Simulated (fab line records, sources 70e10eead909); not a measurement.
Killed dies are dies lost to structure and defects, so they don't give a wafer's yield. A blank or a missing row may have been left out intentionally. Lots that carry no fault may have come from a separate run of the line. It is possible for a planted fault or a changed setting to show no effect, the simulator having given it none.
What tool caused it? :: flow nandHarc :: 24 lots, 72 wafers sampled, at 3 steps of a route of 1302

WHAT THE GAUGES SHOWED, per wafer
NHARC_A_CONTACT_OVL_MEAS_70. Usual: overlayXNm 0.2 nm, standard deviation 0.86; overlayYNm 0.1 nm, standard deviation 0.9.
lot: L074
measured: day 21 21:04
on: overlay-02
overlayXNm (nm): 0.3 0.3 0.3
overlayYNm (nm): 1.6 1.9 1.1
flag: 

lot: L076
measured: day 22 09:09
on: overlay-01
overlayXNm (nm): -1.8 -1.4 -1.2
overlayYNm (nm): -0.3 -0.2 0.1
flag: 

lot: L075
measured: day 22 09:28
on: overlay-02
overlayXNm (nm): -0.2 -0.5 -0.6
overlayYNm (nm): 0.5 0.8 0.0
flag: 

lot: L078
measured: day 22 18:20
on: overlay-02
overlayXNm (nm): -0.4 -1.1 -1.5
overlayYNm (nm): 0.9 0.8 0.6
flag: 

lot: L077
measured: day 23 03:43
on: overlay-01
overlayXNm (nm): 0.1 -0.3 -0.1
overlayYNm (nm): 1.5 1.3 1.0
flag: 

lot: L079
measured: day 23 04:07
on: overlay-02
overlayXNm (nm): 0.5 0.7 0.8
overlayYNm (nm): -0.1 0.2 0.1
flag: 

lot: L081
measured: day 23 18:59
on: overlay-02
overlayXNm (nm): -0.3 -0.4 -0.6
overlayYNm (nm): 0.6 0.8 0.2
flag: 

lot: L080
measured: day 24 00:40
on: overlay-01
overlayXNm (nm): 1.2 0.8 1.4
overlayYNm (nm): 0.3 0.1 0.4
flag: 

lot: L083
measured: day 24 23:43
on: overlay-01
overlayXNm (nm): -0.1 -0.1 0.7
overlayYNm (nm): 0.9 0.5 0.9
flag: 

lot: L082
measured: day 25 04:07
on: overlay-01
overlayXNm (nm): 0.0 0.2 0.1
overlayYNm (nm): -1.2 -0.9 -0.4
flag: 

lot: L085
measured: day 25 21:23
on: overlay-01
overlayXNm (nm): 0.6 1.1 0.8
overlayYNm (nm): 0.3 0.7 0.7
flag: 

lot: L084
measured: day 25 21:44
on: overlay-02
overlayXNm (nm): 0.1 -0.7 -0.3
overlayYNm (nm): 0.5 0.1 0.0
flag: 

lot: L087
measured: day 27 02:47
on: overlay-02
overlayXNm (nm): -0.1 -0.1 0.2
overlayYNm (nm): 0.8 0.1 0.5
flag: 

lot: L086
measured: day 27 04:34
on: overlay-02
overlayXNm (nm): 0.0 0.6 0.7
overlayYNm (nm): 0.2 0.0 0.5
flag: 

lot: L088
measured: day 27 21:34
on: overlay-02
overlayXNm (nm): -1.2 -1.4 -0.8
overlayYNm (nm): -1.3 -1.2 -1.2
flag: 

lot: L091
measured: day 28 01:58
on: overlay-01
overlayXNm (nm): 0.1 0.2 0.7
overlayYNm (nm): 0.0 0.7 0.7
flag: 

lot: L090
measured: day 28 03:17
on: overlay-02
overlayXNm (nm): -0.3 -0.5 -0.3
overlayYNm (nm): -0.1 -0.8 -0.2
flag: 

lot: L089
measured: day 28 05:05
on: overlay-02
overlayXNm (nm): 0.5 0.5 0.5
overlayYNm (nm): 1.0 0.1 1.0
flag: 

lot: L092
measured: day 29 00:57
on: overlay-01
overlayXNm (nm): 1.1 1.4 1.0
overlayYNm (nm): -0.7 -0.1 -0.2
flag: 

lot: L093
measured: day 30 02:08
on: overlay-02
overlayXNm (nm): 1.8 2.2 2.8
overlayYNm (nm): -0.1 0.2 -0.5
flag: 

lot: L095
measured: day 30 03:09
on: overlay-02
overlayXNm (nm): 0.1 -0.3 -0.3
overlayYNm (nm): -1.8 -1.7 -1.2
flag: 

lot: L094
measured: day 30 08:19
on: overlay-02
overlayXNm (nm): 0.0 0.2 0.7
overlayYNm (nm): 1.9 2.4 2.3
flag: 

lot: L096
measured: day 30 20:42
on: overlay-01
overlayXNm (nm): 0.3 0.2 0.4
overlayYNm (nm): -0.2 0.0 -0.8
flag: 

lot: L097
measured: day 32 02:45
on: overlay-02
overlayXNm (nm): 1.4 1.4 1.6
overlayYNm (nm): -0.3 -1.0 -0.7
flag: 

WHAT TOOL EACH LOT RAN ON (gives the tool, then ch and the chambers of the sampled wafers, and finally the start)
lot: L074
NHARC_A_CONTACT_ETCH_96: rieDiel-08 ch 0,1, day 21 20:20 or earlier
NHARC_A_CONTACT_DEP_58: pecvd-04 ch 0,1,2, day 21 20:20

lot: L076
NHARC_A_CONTACT_ETCH_96: rieDiel-05 ch 0,2, day 22 08:20 or earlier
NHARC_A_CONTACT_DEP_58: pecvd-03 ch 0,1,2, day 22 08:20

lot: L075
NHARC_A_CONTACT_ETCH_96: rieDiel-01 ch 0,1, day 22 08:39 or earlier
NHARC_A_CONTACT_DEP_58: pecvd-04 ch 0,1,2, day 22 08:39

lot: L078
NHARC_A_CONTACT_ETCH_96: rieDiel-05 ch 1,2, day 22 17:33 or earlier
NHARC_A_CONTACT_DEP_58: pecvd-03 ch 0,1, day 22 17:33

lot: L077
NHARC_A_CONTACT_ETCH_96: rieDiel-05 ch 0,1, day 23 03:05 or earlier
NHARC_A_CONTACT_DEP_58: pecvd-01 ch 0,1,2, day 23 03:05

lot: L079
NHARC_A_CONTACT_ETCH_96: rieDiel-01 ch 0,1,2, day 23 03:20 or earlier
NHARC_A_CONTACT_DEP_58: pecvd-04 ch 1,2, day 23 03:20

lot: L081
NHARC_A_CONTACT_ETCH_96: rieDiel-01 ch 0,3, day 23 18:11 or earlier
NHARC_A_CONTACT_DEP_58: pecvd-01 ch 0,1, day 23 18:11

lot: L080
NHARC_A_CONTACT_ETCH_96: rieDiel-01 ch 0,1,2, day 23 23:51 or earlier
NHARC_A_CONTACT_DEP_58: pecvd-04 ch 1,2, day 23 23:51

lot: L083
NHARC_A_CONTACT_ETCH_96: rieDiel-05 ch 0,2,3, day 24 22:55 or earlier
NHARC_A_CONTACT_DEP_58: pecvd-03 ch 0,1, day 24 22:55

lot: L082
NHARC_A_CONTACT_ETCH_96: rieDiel-05 ch 0,1, day 25 03:19 or earlier
NHARC_A_CONTACT_DEP_58: pecvd-03 ch 1,2, day 25 03:19

lot: L085
NHARC_A_CONTACT_ETCH_96: rieDiel-01 ch 0,1, day 25 20:36 or earlier
NHARC_A_CONTACT_DEP_58: pecvd-04 ch 0,1,2, day 25 20:36

lot: L084
NHARC_A_CONTACT_ETCH_96: rieDiel-08 ch 0,2,3, day 25 20:59 or earlier
NHARC_A_CONTACT_DEP_58: pecvd-04 ch 1,2, day 25 20:59

lot: L087
NHARC_A_CONTACT_ETCH_96: rieDiel-05 ch 2,3, day 26 15:38
NHARC_A_CONTACT_DEP_58: pecvd-03 ch 0,1,2, day 27 02:08

lot: L086
NHARC_A_CONTACT_ETCH_96: rieDiel-08 ch 0,1,2, day 27 03:55 or earlier
NHARC_A_CONTACT_DEP_58: pecvd-01 ch 0,2, day 27 03:55

lot: L088
NHARC_A_CONTACT_ETCH_96: rieDiel-01 ch 2,3, day 27 20:45 or earlier
NHARC_A_CONTACT_DEP_58: pecvd-04 ch 0,1, day 27 20:45

lot: L091
NHARC_A_CONTACT_ETCH_96: rieDiel-05 ch 0,2, day 28 01:11 or earlier
NHARC_A_CONTACT_DEP_58: pecvd-04 ch 0,2, day 28 01:11

lot: L090
NHARC_A_CONTACT_ETCH_96: rieDiel-05 ch 0,1,2, day 28 02:37 or earlier
NHARC_A_CONTACT_DEP_58: pecvd-03 ch 0,2, day 28 02:37

lot: L089
NHARC_A_CONTACT_ETCH_96: rieDiel-08 ch 0,1, day 28 04:16 or earlier
NHARC_A_CONTACT_DEP_58: pecvd-01 ch 0,1,2, day 28 04:16

lot: L092
NHARC_A_CONTACT_ETCH_96: rieDiel-05 ch 1,2,3, day 29 00:16 or earlier
NHARC_A_CONTACT_DEP_58: pecvd-03 ch 0,1,2, day 29 00:16

lot: L093
NHARC_A_CONTACT_ETCH_96: rieDiel-01 ch 0,1,3, day 30 01:23 or earlier
NHARC_A_CONTACT_DEP_58: pecvd-03 ch 1,2, day 30 01:23

lot: L095
NHARC_A_CONTACT_ETCH_96: rieDiel-08 ch 0,1,2, day 30 02:20 or earlier
NHARC_A_CONTACT_DEP_58: pecvd-04 ch 0,1,2, day 30 02:20

lot: L094
NHARC_A_CONTACT_ETCH_96: rieDiel-05 ch 0,2, day 30 07:33 or earlier
NHARC_A_CONTACT_DEP_58: pecvd-04 ch 1,2, day 30 07:33

lot: L096
NHARC_A_CONTACT_ETCH_96: rieDiel-01 ch 0,1,2, day 30 19:53 or earlier
NHARC_A_CONTACT_DEP_58: pecvd-03 ch 0,1,2, day 30 19:53

lot: L097
NHARC_A_CONTACT_ETCH_96: rieDiel-05 ch 1,2,3, day 32 01:56 or earlier
NHARC_A_CONTACT_DEP_58: pecvd-03 ch 0,1,2, day 32 01:56
- NHARC_A_CONTACT_ETCH_96: etches the open film in C4F6/O2, target depth 20 nm, time 10 s.
- NHARC_A_CONTACT_DEP_58: deposits SiON, target thk 90 nm.

AS READ BY THE TOOLS THEMSELVES (means over the sampled wafers that have a number; for cases with no such wafer, the mark the record gives instead)
NHARC_A_CONTACT_ETCH_96. Usual: drypumpMotorCurrentA 5.70 A, standard deviation 0.22; o2FlowSccm 20.00 sccm, standard deviation 0.055; oesProductAu 0.961 a.u., standard deviation 0.024; rfVppV 546 V, standard deviation 3.6; showerheadPlenumPTorr 3.87 Torr, standard deviation 0.18; throttleValvePct 26.904 %, standard deviation 0.0089.
lot: L074
tool: rieDiel-08
drypumpMotorCurrentA (A): 5.69
o2FlowSccm (sccm): 20.05
oesProductAu (a.u.): 0.946
rfVppV (V): 545
showerheadPlenumPTorr (Torr): 3.82
throttleValvePct (%): 26.897
flag: 

lot: L076
tool: rieDiel-05
drypumpMotorCurrentA (A): 5.57
o2FlowSccm (sccm): 20.02
oesProductAu (a.u.): 1.004
rfVppV (V): 545
showerheadPlenumPTorr (Torr): 3.82
throttleValvePct (%): 26.902
flag: 

lot: L075
tool: rieDiel-01
drypumpMotorCurrentA (A): 5.90
o2FlowSccm (sccm): 20.00
oesProductAu (a.u.): 0.958
rfVppV (V): 544
showerheadPlenumPTorr (Torr): 3.83
throttleValvePct (%): 26.901
flag: 

lot: L078
tool: rieDiel-05
drypumpMotorCurrentA (A): 5.52
o2FlowSccm (sccm): 20.08
oesProductAu (a.u.): 0.941
rfVppV (V): 546
showerheadPlenumPTorr (Torr): 3.92
throttleValvePct (%): 26.900
flag: 

lot: L077
tool: rieDiel-05
drypumpMotorCurrentA (A): 5.48
o2FlowSccm (sccm): 20.03
oesProductAu (a.u.): 0.997
rfVppV (V): 548
showerheadPlenumPTorr (Torr): 3.95
throttleValvePct (%): 26.912
flag: 

lot: L079
tool: rieDiel-01
drypumpMotorCurrentA (A): 5.89
o2FlowSccm (sccm): 20.03
oesProductAu (a.u.): 0.943
rfVppV (V): 545
showerheadPlenumPTorr (Torr): 3.80
throttleValvePct (%): 26.914
flag: 

lot: L081
tool: rieDiel-01
drypumpMotorCurrentA (A): 5.61
o2FlowSccm (sccm): 20.04
oesProductAu (a.u.): 0.947
rfVppV (V): 544
showerheadPlenumPTorr (Torr): 3.78
throttleValvePct (%): 26.906
flag: 

lot: L080
tool: rieDiel-01
drypumpMotorCurrentA (A): 5.89
o2FlowSccm (sccm): 20.01
oesProductAu (a.u.): 0.938
rfVppV (V): 544
showerheadPlenumPTorr (Torr): 3.79
throttleValvePct (%): 26.899
flag: 

lot: L083
tool: rieDiel-05
drypumpMotorCurrentA (A): 5.64
o2FlowSccm (sccm): 20.04
oesProductAu (a.u.): 0.960
rfVppV (V): 543
showerheadPlenumPTorr (Torr): 3.75
throttleValvePct (%): 26.906
flag: 

lot: L082
tool: rieDiel-05
drypumpMotorCurrentA (A): 5.51
o2FlowSccm (sccm): 20.06
oesProductAu (a.u.): 0.988
rfVppV (V): 547
showerheadPlenumPTorr (Torr): 3.95
throttleValvePct (%): 26.906
flag: 

lot: L085
tool: rieDiel-01
drypumpMotorCurrentA (A): 5.69
o2FlowSccm (sccm): 20.05
oesProductAu (a.u.): 1.007
rfVppV (V): 544
showerheadPlenumPTorr (Torr): 3.81
throttleValvePct (%): 26.905
flag: 

lot: L084
tool: rieDiel-08
drypumpMotorCurrentA (A): 5.85
o2FlowSccm (sccm): 20.02
oesProductAu (a.u.): 0.957
rfVppV (V): 546
showerheadPlenumPTorr (Torr): 3.91
throttleValvePct (%): 26.902
flag: 

lot: L087
tool: rieDiel-05
drypumpMotorCurrentA (A): 5.71
o2FlowSccm (sccm): 20.04
oesProductAu (a.u.): 1.019
rfVppV (V): 550
showerheadPlenumPTorr (Torr): 4.05
throttleValvePct (%): 26.904
flag: 

lot: L086
tool: rieDiel-08
drypumpMotorCurrentA (A): 5.71
o2FlowSccm (sccm): 19.97
oesProductAu (a.u.): 0.993
rfVppV (V): 548
showerheadPlenumPTorr (Torr): 4.02
throttleValvePct (%): 26.907
flag: 

lot: L088
tool: rieDiel-01
drypumpMotorCurrentA (A): 5.82
o2FlowSccm (sccm): 19.97
oesProductAu (a.u.): 0.936
rfVppV (V): 543
showerheadPlenumPTorr (Torr): 3.73
throttleValvePct (%): 26.903
flag: 

lot: L091
tool: rieDiel-05
drypumpMotorCurrentA (A): 5.59
o2FlowSccm (sccm): 20.05
oesProductAu (a.u.): 0.956
rfVppV (V): 549
showerheadPlenumPTorr (Torr): 4.01
throttleValvePct (%): 26.905
flag: 

lot: L090
tool: rieDiel-05
drypumpMotorCurrentA (A): 5.57
o2FlowSccm (sccm): 20.01
oesProductAu (a.u.): 0.950
rfVppV (V): 549
showerheadPlenumPTorr (Torr): 4.05
throttleValvePct (%): 26.901
flag: 

lot: L089
tool: rieDiel-08
drypumpMotorCurrentA (A): 5.58
o2FlowSccm (sccm): 19.99
oesProductAu (a.u.): 0.948
rfVppV (V): 552
showerheadPlenumPTorr (Torr): 4.16
throttleValvePct (%): 26.912
flag: 

lot: L092
tool: rieDiel-05
drypumpMotorCurrentA (A): 5.60
o2FlowSccm (sccm): 20.01
oesProductAu (a.u.): 0.941
rfVppV (V): 547
showerheadPlenumPTorr (Torr): 3.99
throttleValvePct (%): 26.908
flag: 

lot: L093
tool: rieDiel-01
drypumpMotorCurrentA (A): 5.77
o2FlowSccm (sccm): 19.95
oesProductAu (a.u.): 0.936
rfVppV (V): 544
showerheadPlenumPTorr (Torr): 3.77
throttleValvePct (%): 26.912
flag: 

lot: L095
tool: rieDiel-08
drypumpMotorCurrentA (A): 5.71
o2FlowSccm (sccm): 20.04
oesProductAu (a.u.): 0.947
rfVppV (V): 549
showerheadPlenumPTorr (Torr): 4.00
throttleValvePct (%): 26.897
flag: 

lot: L094
tool: rieDiel-05
drypumpMotorCurrentA (A): 5.64
o2FlowSccm (sccm): 20.02
oesProductAu (a.u.): 0.953
rfVppV (V): 551
showerheadPlenumPTorr (Torr): 4.10
throttleValvePct (%): 26.896
flag: 

lot: L096
tool: rieDiel-01
drypumpMotorCurrentA (A): 5.91
o2FlowSccm (sccm): 19.98
oesProductAu (a.u.): 0.938
rfVppV (V): 543
showerheadPlenumPTorr (Torr): 3.76
throttleValvePct (%): 26.908
flag: 

lot: L097
tool: rieDiel-05
drypumpMotorCurrentA (A): 5.60
o2FlowSccm (sccm): 19.98
oesProductAu (a.u.): 0.947
rfVppV (V): 548
showerheadPlenumPTorr (Torr): 3.98
throttleValvePct (%): 26.907
flag: 

NHARC_A_CONTACT_DEP_58. Usual: heaterPowerOuterW 430 W, standard deviation 70; heaterPowerW 727 W, standard deviation 100.
lot: L074
tool: pecvd-04
heaterPowerOuterW (W): 402
heaterPowerW (W): 731
flag: 

lot: L076
tool: pecvd-03
heaterPowerOuterW (W): 493
heaterPowerW (W): 767
flag: 

lot: L075
tool: pecvd-04
heaterPowerOuterW (W): 386
heaterPowerW (W): 689
flag: 

lot: L078
tool: pecvd-03
heaterPowerOuterW (W): 501
heaterPowerW (W): 789
flag: 

lot: L077
tool: pecvd-01
heaterPowerOuterW (W): 488
heaterPowerW (W): 783
flag: 

lot: L079
tool: pecvd-04
heaterPowerOuterW (W): 368
heaterPowerW (W): 666
flag: 

lot: L081
tool: pecvd-01
heaterPowerOuterW (W): 399
heaterPowerW (W): 665
flag: 

lot: L080
tool: pecvd-04
heaterPowerOuterW (W): 401
heaterPowerW (W): 710
flag: 

lot: L083
tool: pecvd-03
heaterPowerOuterW (W): 483
heaterPowerW (W): 746
flag: 

lot: L082
tool: pecvd-03
heaterPowerOuterW (W): 476
heaterPowerW (W): 787
flag: 

lot: L085
tool: pecvd-04
heaterPowerOuterW (W): 399
heaterPowerW (W): 708
flag: 

lot: L084
tool: pecvd-04
heaterPowerOuterW (W): 312
heaterPowerW (W): 560
flag: 

lot: L087
tool: pecvd-03
heaterPowerOuterW (W): 408
heaterPowerW (W): 677
flag: 

lot: L086
tool: pecvd-01
heaterPowerOuterW (W): 464
heaterPowerW (W): 752
flag: 

lot: L088
tool: pecvd-04
heaterPowerOuterW (W): 358
heaterPowerW (W): 646
flag: 

lot: L091
tool: pecvd-04
heaterPowerOuterW (W): 405
heaterPowerW (W): 739
flag: 

lot: L090
tool: pecvd-03
heaterPowerOuterW (W): 441
heaterPowerW (W): 724
flag: 

lot: L089
tool: pecvd-01
heaterPowerOuterW (W): 496
heaterPowerW (W): 779
flag: 

lot: L092
tool: pecvd-03
heaterPowerOuterW (W): 427
heaterPowerW (W): 706
flag: 

lot: L093
tool: pecvd-03
heaterPowerOuterW (W): 463
heaterPowerW (W): 770
flag: 

lot: L095
tool: pecvd-04
heaterPowerOuterW (W): 384
heaterPowerW (W): 697
flag: 

lot: L094
tool: pecvd-04
heaterPowerOuterW (W): 319
heaterPowerW (W): 595
flag: 

lot: L096
tool: pecvd-03
heaterPowerOuterW (W): 494
heaterPowerW (W): 794
flag: 

lot: L097
tool: pecvd-03
heaterPowerOuterW (W): 484
heaterPowerW (W): 785
flag: 

THE ANSWER, worked out from the rows above alone
Rule: lot off if the mean of its wafers having a number is beyond 3 standard deviations from the usual mean. A lot without any number at a reading at which 4 lots or more have one is off too. All remaining lots with rows at the step are treated as sound. First the gauges in route order, then the tools' own readings, where a lot's mean is used as printed above. The first step at which some lot is off is used, and at that step the reading that is off furthest; a lot without a number counts as furthest.
No lot is off on any of the readings shown, so nothing can be concluded from this.

WHAT THE SIMULATOR PUT IN
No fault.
